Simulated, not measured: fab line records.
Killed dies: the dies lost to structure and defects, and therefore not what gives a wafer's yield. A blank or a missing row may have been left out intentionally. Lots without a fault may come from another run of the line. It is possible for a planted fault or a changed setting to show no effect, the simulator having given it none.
Matching of chambers :: flow n5-finfet :: 4 sister chambers for N5_BEOL_M14_ETCH_67 on rie-diel-06
The step etches SiARC in CF4, target depth 143 nm, time 238.3 s. 18 wafers are shown with their chamber, then 9 later ones without.

## WAFERS PAIRED WITH THEIR CHAMBERS
wafer: L075.1
chamber: 0
drypump-motor-current-A (A): 6.0
etch-rf-on-time-s (s): 243
throttle-valve-pct (%): 15.63

wafer: L075.4
chamber: 1
drypump-motor-current-A (A): 5.8
etch-rf-on-time-s (s): 230
throttle-valve-pct (%): 15.56

wafer: L075.5
chamber: 2
drypump-motor-current-A (A): 5.6
etch-rf-on-time-s (s): 230
throttle-valve-pct (%): 15.73

wafer: L077.1
chamber: 2
drypump-motor-current-A (A): 5.5
etch-rf-on-time-s (s): 231
throttle-valve-pct (%): 15.75

wafer: L077.2
chamber: 1
drypump-motor-current-A (A): 5.7
etch-rf-on-time-s (s): 230
throttle-valve-pct (%): 15.57

wafer: L077.4
chamber: 0
drypump-motor-current-A (A): 6.0
etch-rf-on-time-s (s): 249
throttle-valve-pct (%): 15.63

wafer: L078.1
chamber: 0
drypump-motor-current-A (A): 6.0
etch-rf-on-time-s (s): 244
throttle-valve-pct (%): 15.63

wafer: L078.2
chamber: 3
drypump-motor-current-A (A): 5.7
etch-rf-on-time-s (s): 242
throttle-valve-pct (%): 15.77

wafer: L078.6
chamber: 1
drypump-motor-current-A (A): 5.8
etch-rf-on-time-s (s): 231
throttle-valve-pct (%): 15.57

wafer: L082.2
chamber: 3
drypump-motor-current-A (A): 5.8
etch-rf-on-time-s (s): 241
throttle-valve-pct (%): 15.81

wafer: L082.3
chamber: 1
drypump-motor-current-A (A): 5.8
etch-rf-on-time-s (s): 232
throttle-valve-pct (%): 15.58

wafer: L082.6
chamber: 0
drypump-motor-current-A (A): 6.0
etch-rf-on-time-s (s): 251
throttle-valve-pct (%): 15.67

wafer: L086.1
chamber: 1
drypump-motor-current-A (A): 5.8
etch-rf-on-time-s (s): 230
throttle-valve-pct (%): 15.57

wafer: L086.2
chamber: 2
drypump-motor-current-A (A): 5.6
etch-rf-on-time-s (s): 226
throttle-valve-pct (%): 15.23

wafer: L086.5
chamber: 1
drypump-motor-current-A (A): 5.8
etch-rf-on-time-s (s): 228
throttle-valve-pct (%): 15.58

wafer: L091.4
chamber: 1
drypump-motor-current-A (A): 5.7
etch-rf-on-time-s (s): 230
throttle-valve-pct (%): 15.60

wafer: L091.5
chamber: 2
drypump-motor-current-A (A): 5.6
etch-rf-on-time-s (s): 231
throttle-valve-pct (%): 15.25

wafer: L091.6
chamber: 3
drypump-motor-current-A (A): 5.7
etch-rf-on-time-s (s): 242
throttle-valve-pct (%): 15.82

SIGNATURES, as means of the wafers listed above
reading: drypump-motor-current-A
chamber 0: 6.000
chamber 1: 5.771
chamber 2: 5.575
chamber 3: 5.733
scatter within a chamber: 0.0451

reading: etch-rf-on-time-s
chamber 0: 246.75
chamber 1: 230.14
chamber 2: 229.50
chamber 3: 241.67
scatter within a chamber: 2.26

reading: throttle-valve-pct
chamber 0: 15.6400
chamber 1: 15.5757
chamber 2: 15.4900
chamber 3: 15.8000
scatter within a chamber: 0.135
Rule: for a wafer and a chamber, the distance is found by dividing, reading by reading, the gap between the wafer's reading and the chamber's mean by the reading's scatter, squaring, summing and taking the root. The wafer belongs to the nearest chamber; if the next one is less than 2 further off, it can't be placed. The scatter: take each reading less its chamber's mean, square it, sum over the shown wafers, divide by the number of wafers less the number of chambers, and take the root.

## WAFERS WITHOUT THEIR CHAMBER
wafer: L095.2
drypump-motor-current-A (A): 5.7
etch-rf-on-time-s (s): 243
throttle-valve-pct (%): 15.85

wafer: L095.4
drypump-motor-current-A (A): 5.6
etch-rf-on-time-s (s): 230
throttle-valve-pct (%): 15.26

wafer: L095.5
drypump-motor-current-A (A): 5.6
etch-rf-on-time-s (s): 231
throttle-valve-pct (%): 15.26

wafer: L094.1
drypump-motor-current-A (A): 5.8
etch-rf-on-time-s (s): 229
throttle-valve-pct (%): 15.64

wafer: L094.3
drypump-motor-current-A (A): 5.6
etch-rf-on-time-s (s): 229
throttle-valve-pct (%): 15.28

wafer: L094.6
drypump-motor-current-A (A): 5.8
etch-rf-on-time-s (s): 229
throttle-valve-pct (%): 15.64

wafer: L097.1
drypump-motor-current-A (A): 6.0
etch-rf-on-time-s (s): 254
throttle-valve-pct (%): 15.73

wafer: L097.4
drypump-motor-current-A (A): 5.7
etch-rf-on-time-s (s): 245
throttle-valve-pct (%): 15.87

wafer: L097.6
drypump-motor-current-A (A): 6.0
etch-rf-on-time-s (s): 252
throttle-valve-pct (%): 15.74

## WHICH CHAMBER EACH ONE RAN IN
wafer: L095.2
from the rows above: 3
in truth: 3

wafer: L095.4
from the rows above: 2
in truth: 2

wafer: L095.5
from the rows above: 2
in truth: 2

wafer: L094.1
from the rows above: 1
in truth: 1

wafer: L094.3
from the rows above: 2
in truth: 2

wafer: L094.6
from the rows above: 1
in truth: 1

wafer: L097.1
from the rows above: 0
in truth: 0

wafer: L097.4
from the rows above: 3
in truth: 3

wafer: L097.6
from the rows above: 0
in truth: 0
Correctly placed: 9 of 9. From these rows, 0 cannot be placed. Placed wrongly: 0.
